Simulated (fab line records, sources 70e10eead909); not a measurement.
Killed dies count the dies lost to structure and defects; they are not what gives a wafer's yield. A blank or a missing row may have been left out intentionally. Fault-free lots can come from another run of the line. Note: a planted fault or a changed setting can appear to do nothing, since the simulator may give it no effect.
Chamber matching -- flow nand-harc -- NHARC_A_BLC_ETCH_16 on rie-diel-04: 4 sister chambers
The step etches the open film in CF4, target depth 39 nm, time 65 s. 21 wafers are shown with their chamber, then 10 later ones without.

WAFERS, EACH WITH ITS CHAMBER
wafer,chamber,showerhead-plenum-p-Torr (Torr),drypump-motor-current-A (A),rf-vpp-V (V)
L872.1,1,1.79,5.2,152.2
L872.3,2,1.87,5.9,154.3
L872.4,3,1.68,6.0,150.7
L868.1,0,1.65,4.8,147.9
L868.3,2,1.87,5.9,152.8
L868.4,0,1.65,4.8,151.1
L867.1,2,1.87,5.8,153.0
L867.2,3,1.68,6.0,149.1
L867.5,0,1.65,4.8,149.5
L870.2,3,1.68,6.0,152.1
L870.3,0,1.65,4.8,150.5
L870.4,2,1.87,5.9,152.8
L873.3,2,1.87,5.8,153.9
L873.4,2,1.87,5.9,152.8
L873.6,1,1.79,5.2,151.2
L876.1,1,1.79,5.2,150.3
L876.2,3,1.68,6.0,151.4
L876.6,0,1.65,4.8,149.8
L877.1,0,1.65,4.9,149.8
L877.3,1,1.79,5.2,151.7
L877.4,2,1.86,5.9,153.1

SIGNATURES (means of the wafers above)
reading,chamber 0,chamber 1,chamber 2,chamber 3,scatter within a chamber
showerhead-plenum-p-Torr,1.6500,1.7900,1.8686,1.6800,0.00225
drypump-motor-current-A,4.817,5.200,5.871,6.000,0.0365
rf-vpp-V,149.767,151.350,153.243,150.825,0.94
Rule: distance of a wafer from a chamber = root of the sum over the readings of ((wafer's reading minus chamber's mean) / reading's scatter) squared. The wafer belongs to the nearest chamber; if the next one is less than 2 further off, it can't be placed. The scatter: the root of (the sum of the squares of (reading less its chamber's mean) over the shown wafers, divided by (wafers less chambers)).

WAFERS WITH NO CHAMBER GIVEN
wafer,showerhead-plenum-p-Torr (Torr),drypump-motor-current-A (A),rf-vpp-V (V)
L878.1,1.86,5.9,152.3
L878.2,1.79,5.2,150.5
L878.3,1.68,6.0,149.5
L882.2,1.65,4.8,150.9
L882.4,1.86,5.9,151.3
L882.6,1.86,5.9,152.0
L890.4,1.68,6.0,149.0
L890.6,1.68,6.0,149.4
L888.1,1.79,5.2,153.3
L889.3,1.79,5.2,151.4

THE CHAMBER EACH PASSED THROUGH
wafer,from the rows above,in truth
L878.1,2,2
L878.2,1,1
L878.3,3,3
L882.2,0,0
L882.4,2,2
L882.6,2,2
L890.4,3,3
L890.6,3,3
L888.1,1,1
L889.3,1,1
Correct placement for 10 of the 10. From these rows, 0 cannot be placed. Wrongly placed: 0.
